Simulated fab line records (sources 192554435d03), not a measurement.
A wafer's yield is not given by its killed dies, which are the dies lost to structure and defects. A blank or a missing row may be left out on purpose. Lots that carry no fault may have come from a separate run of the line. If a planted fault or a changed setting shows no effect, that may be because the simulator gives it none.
Matching of chambers / flow n5_finfet / 4 sister chambers for N5_BEOL_M6_ALD_77 on ald_metal-02
The step deposits TaN, target thk 2 nm, pulse time 2 s, purge time 3 s. 4 wafers are shown with their chamber, then 12 later ones without.

## EACH WAFER AND ITS CHAMBER
wafer=L081.2; chamber=3; heater_power_w (W)=437
wafer=L088.1; chamber=2; heater_power_w (W)=486
wafer=L088.2; chamber=1; heater_power_w (W)=486
wafer=L088.5; chamber=0; heater_power_w (W)=454

## WAFERS WITH NO CHAMBER GIVEN
wafer=L092.1; heater_power_w (W)=493
wafer=L092.4; heater_power_w (W)=453
wafer=L092.6; heater_power_w (W)=443
wafer=L094.3; heater_power_w (W)=456
wafer=L094.4; heater_power_w (W)=476
wafer=L094.6; heater_power_w (W)=488
wafer=L097.3; heater_power_w (W)=495
wafer=L097.4; heater_power_w (W)=428
wafer=L097.6; heater_power_w (W)=504
wafer=L096.1; heater_power_w (W)=488
wafer=L096.2; heater_power_w (W)=491
wafer=L096.4; heater_power_w (W)=427

## WHICH CHAMBER EACH WENT THROUGH
wafer=L092.1; from the rows above=can't be placed: 1 or 2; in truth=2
wafer=L092.4; from the rows above=can't be placed: 0 or 3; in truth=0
wafer=L092.6; from the rows above=can't be placed: 3 or 0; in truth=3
wafer=L094.3; from the rows above=0; in truth=0
wafer=L094.4; from the rows above=can't be placed: 1 or 2 or 0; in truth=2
wafer=L094.6; from the rows above=can't be placed: 1 or 2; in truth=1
wafer=L097.3; from the rows above=can't be placed: 1 or 2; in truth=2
wafer=L097.4; from the rows above=3; in truth=3
wafer=L097.6; from the rows above=can't be placed: 1 or 2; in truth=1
wafer=L096.1; from the rows above=can't be placed: 1 or 2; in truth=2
wafer=L096.2; from the rows above=can't be placed: 1 or 2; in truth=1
wafer=L096.4; from the rows above=3; in truth=3
Correctly placed: 3 of 12. These rows do not allow placing 9 (true chamber among the candidates in 9). 0 placed wrongly.
How it was worked out, from the rows above alone: a wafer's distance from a chamber is the root of the sum, over the readings, of the square of ((its reading less the chamber's mean) divided by the reading's scatter). If the next closest chamber is less than 2 further off than the closest, the wafer can't be placed; otherwise it belongs to the closest. A chamber's mean is the mean of its shown wafers. The scatter (one wafer shown for each chamber): square how far every hidden wafer sits from the nearest shown wafer, average those squares and take the square root.
